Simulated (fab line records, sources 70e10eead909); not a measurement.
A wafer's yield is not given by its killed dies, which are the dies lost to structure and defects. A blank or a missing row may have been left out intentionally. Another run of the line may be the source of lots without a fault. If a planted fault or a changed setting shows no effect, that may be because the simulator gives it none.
The tool behind it: which one? || flow nand_harc || Sampling: 11 lots, 33 wafers, 5 of 1159 route steps

## WHAT THE GAUGES SHOWED, per wafer
NHARC_END_SORT_01. Usual: killed_at_array 27, standard deviation 12; killed_at_other 0.8, standard deviation 1; killed_at_periphery 4.0, standard deviation 2.5; killed_dies 32, standard deviation 11; killed_open 3.3, standard deviation 1.8; killed_short 2.0, standard deviation 1.5.
{"lot": "L809", "measured": "day 22 00:13", "on": "prober-02", "killed_at_array": "675 671 675", "killed_at_other": "0 2 0", "killed_at_periphery": "2 4 2", "killed_dies": "677 677 677", "killed_open": "3 4 4", "killed_short": "2 6 0", "flag": "OFF"}
{"lot": "L810", "measured": "day 22 03:44", "on": "prober-01", "killed_at_array": "676 674 675", "killed_at_other": "0 0 0", "killed_at_periphery": "1 3 2", "killed_dies": "677 677 677", "killed_open": "1 3 3", "killed_short": "1 2 1", "flag": "OFF"}
{"lot": "L811", "measured": "day 22 09:38", "on": "prober-02", "killed_at_array": "671 673 670", "killed_at_other": "1 0 0", "killed_at_periphery": "5 4 7", "killed_dies": "677 677 677", "killed_open": "4 4 1", "killed_short": "3 4 4", "flag": "OFF"}
{"lot": "L812", "measured": "day 23 06:41", "on": "prober-01", "killed_at_array": "672 673 674", "killed_at_other": "3 1 1", "killed_at_periphery": "2 3 2", "killed_dies": "677 677 677", "killed_open": "5 3 2", "killed_short": "1 4 1", "flag": "OFF"}

## TOOL THAT RAN EACH LOT (tool first, then ch and the chambers of the sampled wafers, then the start)
{"lot": "L797", "NHARC_A_CHANNEL_FILL_D1_ALD_14": "ald_hk-01 ch 0,3, day 8 18:34", "NHARC_A_CHANNEL_FILL_D1_STRIP_28": "rie_diel-08 ch 0,2,3, day 9 12:11", "NHARC_A_CHANNEL_FILL_D1_STRIP_29": "rie_diel-09 ch 0,3, day 10 12:47 or earlier", "NHARC_A_STAIRCASE_ETCH_169": "rie_diel-04 ch 1,2, day 10 12:47"}
{"lot": "L798", "NHARC_A_CHANNEL_FILL_D1_ALD_14": "ald_hk-03 ch 0,2,3, day 9 12:25", "NHARC_A_CHANNEL_FILL_D1_STRIP_28": "rie_diel-09 ch 1,2,3, day 10 07:28", "NHARC_A_CHANNEL_FILL_D1_STRIP_29": "rie_diel-10 ch 1,2,3, day 11 11:26 or earlier", "NHARC_A_STAIRCASE_ETCH_169": "rie_diel-05 ch 0,1,2, day 11 11:26"}
{"lot": "L800", "NHARC_A_CHANNEL_FILL_D1_ALD_14": "ald_hk-01 ch 1,2, day 9 12:25", "NHARC_A_CHANNEL_FILL_D1_STRIP_28": "rie_diel-10 ch 0,1,2, day 10 07:31", "NHARC_A_CHANNEL_FILL_D1_STRIP_29": "rie_diel-08 ch 0,1, day 11 00:52", "NHARC_A_STAIRCASE_ETCH_169": "rie_diel-05 ch 1,3, day 11 09:16"}
{"lot": "L802", "NHARC_A_CHANNEL_FILL_D1_ALD_14": "ald_hk-02 ch 0,2,3, day 10 02:01", "NHARC_A_CHANNEL_FILL_D1_STRIP_28": "rie_diel-09 ch 0,1, day 10 19:04", "NHARC_A_CHANNEL_FILL_D1_STRIP_29": "rie_diel-10 ch 1,2,3, day 11 23:40 or earlier", "NHARC_A_STAIRCASE_ETCH_169": "rie_diel-05 ch 0,1, day 11 23:40"}
{"lot": "L804", "NHARC_A_CHANNEL_FILL_D1_ALD_14": "ald_hk-02 ch 0,2,3, day 10 17:03", "NHARC_A_CHANNEL_FILL_D1_STRIP_28": "rie_diel-10 ch 1,2, day 11 11:31", "NHARC_A_CHANNEL_FILL_D1_STRIP_29": "rie_diel-10 ch 1,2,3, day 12 12:13 or earlier", "NHARC_A_STAIRCASE_ETCH_169": "rie_diel-04 ch 0,2, day 12 12:13"}
{"lot": "L805", "NHARC_A_CHANNEL_FILL_D1_ALD_14": "ald_hk-03 ch 0,2,3, day 10 17:11", "NHARC_A_CHANNEL_FILL_D1_STRIP_28": "rie_diel-09 ch 0,3, day 11 11:33", "NHARC_A_CHANNEL_FILL_D1_STRIP_29": "rie_diel-09 ch 0,1,2, day 12 12:25 or earlier", "NHARC_A_STAIRCASE_ETCH_169": "rie_diel-04 ch 0,3, day 12 12:25"}
{"lot": "L803", "NHARC_A_CHANNEL_FILL_D1_ALD_14": "ald_hk-03 ch 1,2,3, day 10 22:51", "NHARC_A_CHANNEL_FILL_D1_STRIP_28": "rie_diel-10 ch 0,1,2, day 11 16:28", "NHARC_A_CHANNEL_FILL_D1_STRIP_29": "rie_diel-10 ch 0,1,3, day 12 17:34 or earlier", "NHARC_A_STAIRCASE_ETCH_169": "rie_diel-04 ch 0,1,2, day 12 17:34"}
{"lot": "L809", "NHARC_A_CHANNEL_FILL_D1_ALD_14": "ald_hk-03 ch 1,2,3, day 12 04:47", "NHARC_A_CHANNEL_FILL_D1_STRIP_28": "rie_diel-10 ch 0,2,3, day 12 21:59", "NHARC_A_CHANNEL_FILL_D1_STRIP_29": "rie_diel-09 ch 0,1,3, day 13 22:39 or earlier", "NHARC_A_STAIRCASE_ETCH_169": "rie_diel-04 ch 0,1,3, day 13 22:39"}
{"lot": "L810", "NHARC_A_CHANNEL_FILL_D1_ALD_14": "ald_hk-01 ch 1,2,3, day 12 04:48", "NHARC_A_CHANNEL_FILL_D1_STRIP_28": "rie_diel-09 ch 0,2, day 12 21:58", "NHARC_A_CHANNEL_FILL_D1_STRIP_29": "rie_diel-10 ch 0,2,3, day 13 23:05 or earlier", "NHARC_A_STAIRCASE_ETCH_169": "rie_diel-04 ch 1,2, day 13 23:05"}
{"lot": "L811", "NHARC_A_CHANNEL_FILL_D1_ALD_14": "ald_hk-01 ch 0,1,2, day 12 14:28", "NHARC_A_CHANNEL_FILL_D1_STRIP_28": "rie_diel-10 ch 1,2,3, day 13 07:40", "NHARC_A_CHANNEL_FILL_D1_STRIP_29": "rie_diel-09 ch 0,1,3, day 14 08:22 or earlier", "NHARC_A_STAIRCASE_ETCH_169": "rie_diel-04 ch 0,1,2, day 14 08:22"}
{"lot": "L812", "NHARC_A_CHANNEL_FILL_D1_ALD_14": "ald_hk-03 ch 0,1,2, day 12 14:29", "NHARC_A_CHANNEL_FILL_D1_STRIP_28": "rie_diel-10 ch 0,1, day 13 07:38", "NHARC_A_CHANNEL_FILL_D1_STRIP_29": "rie_diel-08 ch 1,2,3, day 14 08:32 or earlier", "NHARC_A_STAIRCASE_ETCH_169": "rie_diel-04 ch 1,2, day 14 08:32"}
- NHARC_A_CHANNEL_FILL_D1_ALD_14: deposits SiO2, target thk 2.5 nm, pulse time 10 s, ald cycles 25.
- NHARC_A_CHANNEL_FILL_D1_STRIP_28: strips in O2, time 20 s.
- NHARC_A_CHANNEL_FILL_D1_STRIP_29: strips in O2, time 20 s.
- NHARC_A_STAIRCASE_ETCH_169: etches the open film in CH3F/O2, target depth 50 nm, time 107.1 s.

## WHAT THE TOOLS THEMSELVES READ (means of the sampled wafers that have a number; where no wafer has one, the mark that the record gives instead)
NHARC_A_CHANNEL_FILL_D1_ALD_14. Usual: heater_power_w 477 W, standard deviation 41; precursor_pulse_height_rel 0.999, standard deviation 0.022.
{"lot": "L797", "tool": "ald_hk-01", "heater_power_w (W)": 464, "precursor_pulse_height_rel": 1.004, "flag": ""}
{"lot": "L798", "tool": "ald_hk-03", "heater_power_w (W)": 500, "precursor_pulse_height_rel": 0.987, "flag": ""}
{"lot": "L800", "tool": "ald_hk-01", "heater_power_w (W)": 460, "precursor_pulse_height_rel": 1.004, "flag": ""}
{"lot": "L802", "tool": "ald_hk-02", "heater_power_w (W)": 491, "precursor_pulse_height_rel": 0.989, "flag": ""}
{"lot": "L804", "tool": "ald_hk-02", "heater_power_w (W)": 503, "precursor_pulse_height_rel": 1.004, "flag": ""}
{"lot": "L805", "tool": "ald_hk-03", "heater_power_w (W)": 500, "precursor_pulse_height_rel": 0.988, "flag": ""}
{"lot": "L803", "tool": "ald_hk-03", "heater_power_w (W)": 468, "precursor_pulse_height_rel": 1.001, "flag": ""}
{"lot": "L809", "tool": "ald_hk-03", "heater_power_w (W)": 471, "precursor_pulse_height_rel": 0.987, "flag": ""}
{"lot": "L810", "tool": "ald_hk-01", "heater_power_w (W)": 455, "precursor_pulse_height_rel": 1.012, "flag": ""}
{"lot": "L811", "tool": "ald_hk-01", "heater_power_w (W)": 449, "precursor_pulse_height_rel": 1.007, "flag": ""}
{"lot": "L812", "tool": "ald_hk-03", "heater_power_w (W)": 487, "precursor_pulse_height_rel": 0.998, "flag": ""}

NHARC_A_CHANNEL_FILL_D1_STRIP_28. Usual: drypump_motor_current_A 5.8 A, standard deviation 0.53; oes_product_au 1.003 a.u., standard deviation 0.011; rf_vpp_V 57.8 V, standard deviation 1; showerhead_plenum_p_Torr 3.54 Torr, standard deviation 0.16; throttle_valve_pct 17.037 %, standard deviation 0.009.
{"lot": "L797", "tool": "rie_diel-08", "drypump_motor_current_A (A)": 5.6, "oes_product_au (a.u.)": 1.000, "rf_vpp_V (V)": 57.6, "showerhead_plenum_p_Torr (Torr)": 3.48, "throttle_valve_pct (%)": 17.029, "flag": ""}
{"lot": "L798", "tool": "rie_diel-09", "drypump_motor_current_A (A)": 5.4, "oes_product_au (a.u.)": 0.993, "rf_vpp_V (V)": 58.2, "showerhead_plenum_p_Torr (Torr)": 3.58, "throttle_valve_pct (%)": 17.033, "flag": ""}
{"lot": "L800", "tool": "rie_diel-10", "drypump_motor_current_A (A)": 6.0, "oes_product_au (a.u.)": 1.000, "rf_vpp_V (V)": 58.2, "showerhead_plenum_p_Torr (Torr)": 3.39, "throttle_valve_pct (%)": 17.033, "flag": ""}
{"lot": "L802", "tool": "rie_diel-09", "drypump_motor_current_A (A)": 5.5, "oes_product_au (a.u.)": 1.004, "rf_vpp_V (V)": 58.2, "showerhead_plenum_p_Torr (Torr)": 3.64, "throttle_valve_pct (%)": 17.040, "flag": ""}
{"lot": "L804", "tool": "rie_diel-10", "drypump_motor_current_A (A)": 5.9, "oes_product_au (a.u.)": 1.009, "rf_vpp_V (V)": 58.0, "showerhead_plenum_p_Torr (Torr)": 3.38, "throttle_valve_pct (%)": 17.032, "flag": ""}
{"lot": "L805", "tool": "rie_diel-09", "drypump_motor_current_A (A)": 5.2, "oes_product_au (a.u.)": 1.008, "rf_vpp_V (V)": 58.4, "showerhead_plenum_p_Torr (Torr)": 3.69, "throttle_valve_pct (%)": 17.036, "flag": ""}
{"lot": "L803", "tool": "rie_diel-10", "drypump_motor_current_A (A)": 6.0, "oes_product_au (a.u.)": 1.014, "rf_vpp_V (V)": 57.3, "showerhead_plenum_p_Torr (Torr)": 3.39, "throttle_valve_pct (%)": 17.027, "flag": ""}
{"lot": "L809", "tool": "rie_diel-10", "drypump_motor_current_A (A)": 5.9, "oes_product_au (a.u.)": 1.001, "rf_vpp_V (V)": 57.7, "showerhead_plenum_p_Torr (Torr)": 3.48, "throttle_valve_pct (%)": 17.037, "flag": ""}
{"lot": "L810", "tool": "rie_diel-09", "drypump_motor_current_A (A)": 5.4, "oes_product_au (a.u.)": 1.003, "rf_vpp_V (V)": 57.9, "showerhead_plenum_p_Torr (Torr)": 3.71, "throttle_valve_pct (%)": 17.038, "flag": ""}
{"lot": "L811", "tool": "rie_diel-10", "drypump_motor_current_A (A)": 6.2, "oes_product_au (a.u.)": 1.001, "rf_vpp_V (V)": 58.2, "showerhead_plenum_p_Torr (Torr)": 3.53, "throttle_valve_pct (%)": 17.031, "flag": ""}
{"lot": "L812", "tool": "rie_diel-10", "drypump_motor_current_A (A)": 6.5, "oes_product_au (a.u.)": 1.005, "rf_vpp_V (V)": 56.7, "showerhead_plenum_p_Torr (Torr)": 3.44, "throttle_valve_pct (%)": 17.032, "flag": ""}

NHARC_A_CHANNEL_FILL_D1_STRIP_29. Usual: drypump_motor_current_A 5.8 A, standard deviation 0.52; oes_product_au 1.002 a.u., standard deviation 0.012; rf_vpp_V 57.7 V, standard deviation 0.89; showerhead_plenum_p_Torr 3.54 Torr, standard deviation 0.16; throttle_valve_pct 17.036 %, standard deviation 0.0097.
{"lot": "L797", "tool": "rie_diel-09", "drypump_motor_current_A (A)": 5.3, "oes_product_au (a.u.)": 1.006, "rf_vpp_V (V)": 57.7, "showerhead_plenum_p_Torr (Torr)": 3.69, "throttle_valve_pct (%)": 17.025, "flag": ""}
{"lot": "L798", "tool": "rie_diel-10", "drypump_motor_current_A (A)": 6.2, "oes_product_au (a.u.)": 1.003, "rf_vpp_V (V)": 57.4, "showerhead_plenum_p_Torr (Torr)": 3.53, "throttle_valve_pct (%)": 17.034, "flag": ""}
{"lot": "L800", "tool": "rie_diel-08", "drypump_motor_current_A (A)": 5.9, "oes_product_au (a.u.)": 1.015, "rf_vpp_V (V)": 57.3, "showerhead_plenum_p_Torr (Torr)": 3.52, "throttle_valve_pct (%)": 17.025, "flag": ""}
{"lot": "L802", "tool": "rie_diel-10", "drypump_motor_current_A (A)": 6.1, "oes_product_au (a.u.)": 0.999, "rf_vpp_V (V)": 57.5, "showerhead_plenum_p_Torr (Torr)": 3.53, "throttle_valve_pct (%)": 17.025, "flag": ""}
{"lot": "L804", "tool": "rie_diel-10", "drypump_motor_current_A (A)": 6.2, "oes_product_au (a.u.)": 1.007, "rf_vpp_V (V)": 58.3, "showerhead_plenum_p_Torr (Torr)": 3.53, "throttle_valve_pct (%)": 17.030, "flag": ""}
{"lot": "L805", "tool": "rie_diel-09", "drypump_motor_current_A (A)": 5.5, "oes_product_au (a.u.)": 0.999, "rf_vpp_V (V)": 57.3, "showerhead_plenum_p_Torr (Torr)": 3.63, "throttle_valve_pct (%)": 17.047, "flag": ""}
{"lot": "L803", "tool": "rie_diel-10", "drypump_motor_current_A (A)": 6.3, "oes_product_au (a.u.)": 1.012, "rf_vpp_V (V)": 57.8, "showerhead_plenum_p_Torr (Torr)": 3.53, "throttle_valve_pct (%)": 17.036, "flag": ""}
{"lot": "L809", "tool": "rie_diel-09", "drypump_motor_current_A (A)": 5.4, "oes_product_au (a.u.)": 0.999, "rf_vpp_V (V)": 58.3, "showerhead_plenum_p_Torr (Torr)": 3.60, "throttle_valve_pct (%)": 17.027, "flag": ""}
{"lot": "L810", "tool": "rie_diel-10", "drypump_motor_current_A (A)": 5.9, "oes_product_au (a.u.)": 1.000, "rf_vpp_V (V)": 57.4, "showerhead_plenum_p_Torr (Torr)": 3.48, "throttle_valve_pct (%)": 17.034, "flag": ""}
{"lot": "L811", "tool": "rie_diel-09", "drypump_motor_current_A (A)": 5.4, "oes_product_au (a.u.)": 0.997, "rf_vpp_V (V)": 57.2, "showerhead_plenum_p_Torr (Torr)": 3.60, "throttle_valve_pct (%)": 17.039, "flag": ""}
{"lot": "L812", "tool": "rie_diel-08", "drypump_motor_current_A (A)": 5.9, "oes_product_au (a.u.)": 0.999, "rf_vpp_V (V)": 57.1, "showerhead_plenum_p_Torr (Torr)": 3.43, "throttle_valve_pct (%)": 17.030, "flag": ""}

NHARC_A_STAIRCASE_ETCH_169. Usual: drypump_motor_current_A 5.8 A, standard deviation 0.43; oes_product_au 0.953 a.u., standard deviation 0.02; rf_vpp_V 244.9 V, standard deviation 1.7; run_length_s 128.4 s, standard deviation 0.35; showerhead_plenum_p_Torr 2.49 Torr, standard deviation 0.1; throttle_valve_pct 20.662 %, standard deviation 0.0087.
{"lot": "L797", "tool": "rie_diel-04", "drypump_motor_current_A (A)": 5.9, "oes_product_au (a.u.)": 0.926, "rf_vpp_V (V)": 243.4, "run_length_s (s)": 128.4, "showerhead_plenum_p_Torr (Torr)": 2.37, "throttle_valve_pct (%)": 20.666, "flag": ""}
{"lot": "L798", "tool": "rie_diel-05", "drypump_motor_current_A (A)": 5.9, "oes_product_au (a.u.)": 0.971, "rf_vpp_V (V)": 246.2, "run_length_s (s)": 128.4, "showerhead_plenum_p_Torr (Torr)": 2.58, "throttle_valve_pct (%)": 20.662, "flag": ""}
{"lot": "L800", "tool": "rie_diel-05", "drypump_motor_current_A (A)": 5.4, "oes_product_au (a.u.)": 0.973, "rf_vpp_V (V)": 245.0, "run_length_s (s)": 128.6, "showerhead_plenum_p_Torr (Torr)": 2.53, "throttle_valve_pct (%)": 20.665, "flag": ""}
{"lot": "L802", "tool": "rie_diel-05", "drypump_motor_current_A (A)": 5.8, "oes_product_au (a.u.)": 0.976, "rf_vpp_V (V)": 245.2, "run_length_s (s)": 128.4, "showerhead_plenum_p_Torr (Torr)": 2.53, "throttle_valve_pct (%)": 20.666, "flag": ""}
{"lot": "L804", "tool": "rie_diel-04", "drypump_motor_current_A (A)": 6.1, "oes_product_au (a.u.)": 0.920, "rf_vpp_V (V)": 244.2, "run_length_s (s)": 128.3, "showerhead_plenum_p_Torr (Torr)": 2.48, "throttle_valve_pct (%)": 20.669, "flag": ""}
{"lot": "L805", "tool": "rie_diel-04", "drypump_motor_current_A (A)": 6.0, "oes_product_au (a.u.)": 0.944, "rf_vpp_V (V)": 245.3, "run_length_s (s)": 128.0, "showerhead_plenum_p_Torr (Torr)": 2.52, "throttle_valve_pct (%)": 20.665, "flag": ""}
{"lot": "L803", "tool": "rie_diel-04", "drypump_motor_current_A (A)": 6.0, "oes_product_au (a.u.)": 0.964, "rf_vpp_V (V)": 244.2, "run_length_s (s)": 128.4, "showerhead_plenum_p_Torr (Torr)": 2.44, "throttle_valve_pct (%)": 20.660, "flag": ""}
{"lot": "L809", "tool": "rie_diel-04", "drypump_motor_current_A (A)": 6.0, "oes_product_au (a.u.)": 0.956, "rf_vpp_V (V)": 243.8, "run_length_s (s)": 95.9, "showerhead_plenum_p_Torr (Torr)": 2.45, "throttle_valve_pct (%)": 20.657, "flag": "OFF"}
{"lot": "L810", "tool": "rie_diel-04", "drypump_motor_current_A (A)": 5.9, "oes_product_au (a.u.)": 0.947, "rf_vpp_V (V)": 243.0, "run_length_s (s)": 96.0, "showerhead_plenum_p_Torr (Torr)": 2.36, "throttle_valve_pct (%)": 20.670, "flag": "OFF"}
{"lot": "L811", "tool": "rie_diel-04", "drypump_motor_current_A (A)": 6.1, "oes_product_au (a.u.)": 0.954, "rf_vpp_V (V)": 244.1, "run_length_s (s)": 96.2, "showerhead_plenum_p_Torr (Torr)": 2.43, "throttle_valve_pct (%)": 20.654, "flag": "OFF"}
{"lot": "L812", "tool": "rie_diel-04", "drypump_motor_current_A (A)": 5.9, "oes_product_au (a.u.)": 0.935, "rf_vpp_V (V)": 243.3, "run_length_s (s)": 96.7, "showerhead_plenum_p_Torr (Torr)": 2.40, "throttle_valve_pct (%)": 20.666, "flag": "OFF"}

## THE ANSWER, worked out from the rows above alone
Rule: a lot is off if the mean of its wafers that have a number lies more than 3 standard deviations from the usual mean. Also off: a lot with no number at a reading for which 4 or more lots have one. The other lots that the step has rows for count as sound. After the gauges, taken in route order, come the tools' own readings; for these a lot's mean is taken, as printed above. At the first step where some lot is off, the reading lying furthest off is the one used; lots without a number count as furthest.
Off: L809, L810, L811, L812, at NHARC_END_SORT_01 (killed_dies). Neither off nor sound, because the step has no rows for them: L797, L798, L800, L802, L804, L805, L803.
If a tool, at a process step before that reading, ran all the lots that are off and no sound lot after the first of them, it fits. The gauges at NHARC_END_SORT_01 aren't tried: what is off there is off at NHARC_A_STAIRCASE_ETCH_169 too, on other tools, and a gauge's error can't cause that. NHARC_A_CHANNEL_FILL_D1_STRIP_29 gives no start for some lots, so the hours and the order of its lots are those of NHARC_A_STAIRCASE_ETCH_169. One fits: NHARC_A_STAIRCASE_ETCH_169 on rie_diel-04. It ran no sound lot before its first lot that is off in this sample, so the start can't be narrowed down.

## WHAT HAD BEEN PUT IN BY THE SIMULATOR
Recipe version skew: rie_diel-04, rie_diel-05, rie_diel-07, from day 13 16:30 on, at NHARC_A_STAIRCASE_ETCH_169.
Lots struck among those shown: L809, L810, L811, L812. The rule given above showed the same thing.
